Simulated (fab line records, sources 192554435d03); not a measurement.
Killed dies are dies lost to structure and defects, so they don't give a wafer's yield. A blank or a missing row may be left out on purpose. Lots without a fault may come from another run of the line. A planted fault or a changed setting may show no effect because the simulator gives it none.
Split-lot experiment | flow n5_finfet | 7 lots, 21 wafers read, on a route of 1938 steps

THE SPLIT
At N5_ZERO_LAYER_EXPOSE_08 (exposes mask ZERO, defocus 0 nm, target cd 2000 nm), the setting dose_mj was moved away from the recipe's 16.2 on 6 of the 21 wafers read, by -3.8% to +5.2%. The other wafers ran this setting at the recipe's value.

FROM THE SPLIT TO THE READING: what the file shows between them, 3 steps
- N5_ZERO_LAYER_PEB_09
- N5_ZERO_LAYER_DEVELOP_10: develop time 60 s
- N5_ZERO_LAYER_HARDBAKE_23: time 120 s

THE READING
cd_nm, in nm, at N5_ZERO_LAYER_CD_MEAS_11 (target cd 2000 nm). Fault-free wafers of this fab line usually give 2000.0 nm, standard deviation 1.4 nm.

wafer  | tool, chamber at the split | dose_mj as run | against the recipe | cd_nm, nm | against lot-mates on the recipe
L077.1 | krf_scanner-02, 0          | 16.2           | recipe             | 1999.3    | -
L077.2 | krf_scanner-02, 0          | 16.2           | recipe             | 2002.1    | -
L077.4 | krf_scanner-02, 0          | 17.04          | +5.2%              | 2010.0    | +9.3
L082.1 | krf_scanner-01, 0          | 16.2           | recipe             | 1999.3    | -
L082.4 | krf_scanner-01, 0          | 16.2           | recipe             | 2000.7    | -
L082.5 | krf_scanner-01, 0          | 16.2           | recipe             | 2000.1    | -
L085.1 | krf_scanner-02, 0          | 16.2           | recipe             | 2000.5    | -
L085.3 | krf_scanner-02, 0          | 16.2           | recipe             | 1997.7    | -
L085.4 | krf_scanner-02, 0          | 16.2           | recipe             | 1998.0    | -
L086.2 | krf_scanner-02, 0          | 16.2           | recipe             | 1999.1    | -
L086.5 | krf_scanner-02, 0          | 16.2           | recipe             | 2001.0    | -
L086.6 | krf_scanner-02, 0          | 16.2           | recipe             | 1998.5    | -
L089.1 | krf_scanner-01, 0          | 16.2           | recipe             | 1998.2    | -
L089.3 | krf_scanner-01, 0          | 16.2           | recipe             | 1998.5    | -
L089.4 | krf_scanner-01, 0          | 16.2           | recipe             | 1998.9    | -
L092.2 | krf_scanner-01, 0          | 15.58          | -3.8%              | 1994.0    | -8.7
L092.4 | krf_scanner-01, 0          | 16.2           | recipe             | 2002.7    | -
L092.6 | krf_scanner-01, 0          | 15.58          | -3.8%              | 1994.1    | -8.6
L094.3 | krf_scanner-02, 0          | 15.88          | -2.0%              | 1995.1    | no lot-mate on the recipe
L094.5 | krf_scanner-02, 0          | 15.88          | -2.0%              | 1996.5    | no lot-mate on the recipe
L094.6 | krf_scanner-02, 0          | 15.88          | -2.0%              | 1995.6    | no lot-mate on the recipe

THE FIT
A straight line over all 21 wafers: cd_nm changes by +1.78 nm for each +1% of dose_mj; r = +0.92; the points scatter about the line by 1.4 nm.
The same after taking each lot's own level away (the mean of its wafers on the recipe; 18 wafers): +2.03 nm for each +1%; r = +0.97; scatter 1 nm.
On that fit, the largest move of dose_mj shifts the reading by 11 nm.
The lots' own levels span 1998.53 to 2002.70 nm, that is 3.0 times the standard deviation above.
So the lot-to-lot level changes the slope: the two fits differ.
Check: with one of the wafers moved furthest among these (+5.2%) left out of the fit, the line predicts +11.7 nm for it against its lot-mates. It came out at +9.3 nm against them.

OTHER SPLITS ON THESE WAFERS
These wafers also went through other splits before the reading. Each is held against what the fit with the lots' levels taken away leaves over:
other split on the same wafers | wafers away from the commonest value | r with cd_nm (lot level and that fit taken away)
N5_ZERO_LAYER_COAT_05 spin_rpm | 8                                    | +0.06

THE FILE'S OWN FIT
cd_nm changes by +1.97 nm for each +1% of dose_mj, r = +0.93.
